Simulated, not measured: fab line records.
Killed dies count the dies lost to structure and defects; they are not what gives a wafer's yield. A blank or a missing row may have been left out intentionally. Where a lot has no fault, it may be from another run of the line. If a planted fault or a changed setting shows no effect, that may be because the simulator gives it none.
Chamber matching | flow n5Finfet | N5_BEOL_M8_ETCH_72 on rieDiel-01: 4 sister chambers
The step etches underlayer in N2/H2, target depth 6.5 nm, time 5.2 s. 7 wafers are shown with their chamber, then 7 later ones without.

== WAFERS WITH THEIR CHAMBER ==
wafer  | chamber | showerheadPlenumPTorr (Torr) | throttleValvePct (%)
L085.1 | 2       | 2.70                         | 17.25
L085.2 | 0       | 2.51                         | 17.99
L087.2 | 3       | 2.47                         | 17.61
L087.3 | 2       | 2.69                         | 17.29
L087.5 | 3       | 2.47                         | 17.61
L093.1 | 1       | 2.66                         | 18.23
L093.5 | 1       | 2.66                         | 18.23

== WAFERS MISSING THEIR CHAMBER ==
wafer  | showerheadPlenumPTorr (Torr) | throttleValvePct (%)
L093.6 | 2.50                         | 17.54
L097.1 | 2.46                         | 17.63
L097.2 | 2.65                         | 18.23
L097.4 | 2.50                         | 17.52
L095.2 | 2.45                         | 17.67
L095.3 | 2.68                         | 17.35
L095.5 | 2.45                         | 17.66

== CHAMBER TAKEN BY EACH ==
wafer  | from the rows above | in truth
L093.6 | 3                   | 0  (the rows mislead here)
L097.1 | 3                   | 3
L097.2 | 1                   | 1
L097.4 | 3                   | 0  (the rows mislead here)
L095.2 | 3                   | 3
L095.3 | 2                   | 2
L095.5 | 3                   | 3
Correctly placed: 5 of 7. Number that these rows cannot place: 0. Wrongly placed: 2.
How it was worked out, from the rows above alone: a wafer's distance from a chamber is the root of the sum, over the readings, of the square of ((its reading less the chamber's mean) divided by the reading's scatter). The wafer belongs to the nearest chamber; if the next one is less than 2 further off, it can't be placed. Each chamber's mean is taken over the wafers shown for it. The scatter is the square root of a quotient: the sum, over the shown wafers, of each reading's squared deviation from its chamber's mean, divided by wafers minus chambers.
